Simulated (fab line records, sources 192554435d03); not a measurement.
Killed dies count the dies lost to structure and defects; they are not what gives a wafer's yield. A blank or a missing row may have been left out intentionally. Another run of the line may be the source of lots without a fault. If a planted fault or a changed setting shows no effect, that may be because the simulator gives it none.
Matching of chambers / flow n5-finfet / N5_HKMG_FIN_ALD_21 on ald-metal-01: 4 sister chambers
The step deposits TiN, target thk 1.5 nm, pulse time 1 s, purge time 3 s. 4 wafers are shown with their chamber, then 9 later ones without.

== WAFERS, EACH WITH ITS CHAMBER ==
wafer=L085.5; chamber=3; heater-power-w (W)=779
wafer=L090.1; chamber=0; heater-power-w (W)=882
wafer=L090.3; chamber=2; heater-power-w (W)=740
wafer=L090.5; chamber=1; heater-power-w (W)=767

== WAFERS MISSING THEIR CHAMBER ==
wafer=L092.3; heater-power-w (W)=758
wafer=L092.4; heater-power-w (W)=881
wafer=L092.6; heater-power-w (W)=853
wafer=L093.3; heater-power-w (W)=795
wafer=L093.4; heater-power-w (W)=770
wafer=L093.6; heater-power-w (W)=761
wafer=L097.1; heater-power-w (W)=770
wafer=L097.2; heater-power-w (W)=871
wafer=L097.3; heater-power-w (W)=776

== WHICH CHAMBER EACH ONE RAN IN ==
wafer=L092.3; from the rows above=can't be placed: 1 or 2 or 3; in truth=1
wafer=L092.4; from the rows above=0; in truth=0
wafer=L092.6; from the rows above=0; in truth=0
wafer=L093.3; from the rows above=can't be placed: 3 or 1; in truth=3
wafer=L093.4; from the rows above=can't be placed: 1 or 3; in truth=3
wafer=L093.6; from the rows above=can't be placed: 1 or 3 or 2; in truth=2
wafer=L097.1; from the rows above=can't be placed: 1 or 3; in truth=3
wafer=L097.2; from the rows above=0; in truth=0
wafer=L097.3; from the rows above=can't be placed: 3 or 1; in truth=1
Correctly placed: 3 of 9. These rows do not allow placing 6 (true chamber among the candidates in 6). 0 placed wrongly.
How it was worked out, from the rows above alone: a wafer's distance from a chamber is the root of the sum, over the readings, of the square of ((its reading less the chamber's mean) divided by the reading's scatter). The wafer belongs to the nearest chamber; if the next one is less than 2 further off, it can't be placed. For every chamber, the mean is computed from those of its wafers that are shown. The scatter (one wafer shown for each chamber): square how far every hidden wafer sits from the nearest shown wafer, average those squares and take the square root.
